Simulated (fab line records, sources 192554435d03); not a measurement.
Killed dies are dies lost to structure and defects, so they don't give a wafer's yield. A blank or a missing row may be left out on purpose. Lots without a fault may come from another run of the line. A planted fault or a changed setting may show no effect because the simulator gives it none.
Problem report in the 8D (eight disciplines) form, filled by code | flow n5_finfet | the parts of the form that need people (team, actions taken, sign-off) are left out

1. THE PROBLEM
spin_speed_rpm at N5_BEOL_M15_COAT_60 reads a mean of 1212.1 rpm on 6 wafers of 2 lots; wafers without a fault read 1499.8 rpm with a standard deviation of 1.1. That is -99 or more standard deviations from the usual mean.
The step: time 60 s, resist thk 89 nm.
First seen on wafer L934.1, day 14 15:01, on litho_track-04. The record holds 12 wafers of 4 lots with a number at this step. Rule for "out", or "out of limits": more than 4 standard deviations from the usual mean. The other wafers with a number count as sound.

2. WHAT IT IS AND WHAT IT IS NOT
question                    | is                     | is not
which readings at this step | spin_speed_rpm         | heater_power_total_W
which lots                  | L934, L935             | L928, L945
which wafers of those lots  | all that have a number | -
read on which tools         | litho_track-04         | litho_track-03
when                        | from day 14 15:01      | up to then (3 sound wafers); but 3 sound wafers of L945 came after

3. SUSPECTS, AND WHAT RULES EACH OUT
Counting: a tool at a process step up to the reading stays a suspect if it ran every lot that is out and no sound lot after the first of them.
- litho_track-04 at N5_BEOL_M15_COAT_60 (time 60 s, resist thk 89 nm): kept. It ran every lot that is out, first L934 (day 14 15:01), and no sound lot after that; its last sound lot up to then is L928 (day 12 15:52). Its own readings are out on those wafers: spin_speed_rpm.
Left after counting: litho_track-04 at N5_BEOL_M15_COAT_60.

4. THE CAUSE (what the simulator had put in)
Process parameter drift: litho_track-04, from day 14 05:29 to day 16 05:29, at N5_BEOL_M15_COAT_60. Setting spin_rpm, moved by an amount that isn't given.
Counting left only this tool.

5. THE CHAIN OF EFFECTS, in route order
Each row: a reading whose mean over the struck wafers that have a number lies more than 3 standard deviations from the usual. Only readings for which the record gives a usual standard deviation are gone through. hours: the time from each lot's start at the first step in this table that gives one to its start at this step, as a median over the lots. sigmas: the change in usual standard deviations.
hours | step                | reading        | usual      | on struck wafers | change | sigmas
0     | N5_BEOL_M15_COAT_60 | spin_speed_rpm | 1499.8 rpm | 1212.1           | -287.7 | -99 or more
The process steps in it:
- N5_BEOL_M15_COAT_60: time 60 s, resist thk 89 nm.

6. WHAT WOULD HAVE CAUGHT IT SOONER
In this record the first reading out of limits was taken at day 14 15:01, 10 hours after the fault began at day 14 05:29.
